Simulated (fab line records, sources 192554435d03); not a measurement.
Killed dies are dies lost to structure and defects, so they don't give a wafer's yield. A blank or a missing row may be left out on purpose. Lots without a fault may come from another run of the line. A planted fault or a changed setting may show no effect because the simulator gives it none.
Chamber matching | flow n5_finfet | N5_SDB_ETCH_25 on rie_diel-01: 4 sister chambers
The step etches SiO2 in C4F6/O2, target depth 10 nm, time 3.3 s. 4 wafers are shown with their chamber, then 7 later ones without.

WAFERS WITH THEIR CHAMBER
wafer  | chamber | throttle_valve_pct (%)
L083.1 | 2       | 20.90
L083.2 | 3       | 20.76
L083.3 | 0       | 21.56
L089.5 | 1       | 21.33

WAFERS WITHOUT THEIR CHAMBER
wafer  | throttle_valve_pct (%)
L089.6 | 21.61
L091.2 | 21.58
L091.5 | 21.59
L091.6 | 20.80
L092.1 | 21.59
L092.2 | 20.80
L092.4 | 20.92

WHICH CHAMBER EACH WENT THROUGH
wafer  | from the rows above     | in truth
L089.6 | 0                       | 0
L091.2 | 0                       | 0
L091.5 | 0                       | 0
L091.6 | can't be placed: 3 or 2 | 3
L092.1 | 0                       | 0
L092.2 | can't be placed: 3 or 2 | 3
L092.4 | 2                       | 2
Placed correctly: 5 of 7. Can't be placed from these rows: 2 (the true chamber is among the candidates in 2). Placed wrongly: 0.
How it was worked out, from the rows above alone: a wafer's distance from a chamber is the root of the sum, over the readings, of the square of ((its reading less the chamber's mean) divided by the reading's scatter). The wafer belongs to the nearest chamber; if the next one is less than 2 further off, it can't be placed. A chamber's mean is the mean of its shown wafers. The scatter: with one shown wafer a chamber, the root of the mean of the squares of how far each hidden wafer lies from its nearest shown one.
